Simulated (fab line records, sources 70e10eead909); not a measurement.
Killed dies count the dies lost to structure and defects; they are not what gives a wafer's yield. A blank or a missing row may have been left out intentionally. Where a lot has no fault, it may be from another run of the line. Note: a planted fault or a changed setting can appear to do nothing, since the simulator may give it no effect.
A lot that was struck, set against a sound lot -- flow nand harc -- 13 out of 1302 route steps
Sound: wafers L519.1, L519.2, L519.4. Struck: wafers L535.3, L535.4, L535.6. Last of all comes the cause.
At each step with rows: each side's tool, then ch and its chambers, then its first start. Under that, the readings that differ: sound wafers -- struck wafers -- difference of the means -- sigmas: that difference in standard deviations of wafers without a fault.
alike: readings whose means differ by less than 2 such deviations, and words and numbers that are the same on both sides. not compared: withheld readings, readings that some wafer has no value for, bounds like >300 that may hide the same value, and numbers for which the record gives no deviation and whose values overlap.
Wherever a step has rows on one side only, a row that says differs or no value, or a row with sigmas, the two part there. Non-overlapping numbers with no deviation appear without sigmas and do not part them. A reading that every wafer of one side lacks parts them only if that side has two wafers or more.

NHARC_A_BONDPAD_DEP_00: deposits SiCN, target thk 250 nm.
  sound on pecvd-02 ch 0,1, day 22 16:44; struck on pecvd-01 ch 0,1,2, day 29 14:24
  alike: heater power w
NHARC_A_BONDPAD_CMP_29: polishes SiCN, target thk 200 nm.
  sound on cmp-03 ch 0,1,2, day 22 17:07; struck on cmp-01 ch 0,1, day 29 14:49
  alike: motor current A
NHARC_A_BONDPAD_THK_MEAS_30: measures by ellipsometry.
  sound on film metro-01 at day 22 17:20; struck on film metro-01 at day 29 15:04
reading,sound,struck,difference,sigmas
thk nm (nm),204.1 204.1 201.2,199.7 198.9 200.1,-3.6,-2
then, 9 steps without rows for these wafers: NHARC_A_BONDPAD_SRD_31; NHARC_A_BONDPAD_DEHYDRATE_01 (time 120 s); NHARC_A_BONDPAD_HMDS_02 (time 30 s); NHARC_A_BONDPAD_COAT_33 (time 65 s); NHARC_A_BONDPAD_COAT_03 (resist thk 600 nm); NHARC_A_BONDPAD_SOFTBAKE_04 (time 70 s); NHARC_A_BONDPAD_EBR_05; NHARC_A_BONDPAD_EXPOSE_06 (exposes mask A BPAD); NHARC_A_BONDPAD_PEB_07 (peb time 80 s).
NHARC_A_BONDPAD_DEVELOP_08: time 50 s.
  struck on litho track-03, day 29 15:00; sound on litho track-07 ch 0, day 22 17:00
  no value came back on the struck wafers for chill plate temp C (C), developer temp C (C); on the sound wafers chill plate temp C (C) reads 23.06 23.14 22.89

WHERE THEY PART
At NHARC_A_BONDPAD_THK_MEAS_30 first; at NHARC_A_BONDPAD_DEVELOP_08 last (within this record only).

WHY: what had been put in by the simulator
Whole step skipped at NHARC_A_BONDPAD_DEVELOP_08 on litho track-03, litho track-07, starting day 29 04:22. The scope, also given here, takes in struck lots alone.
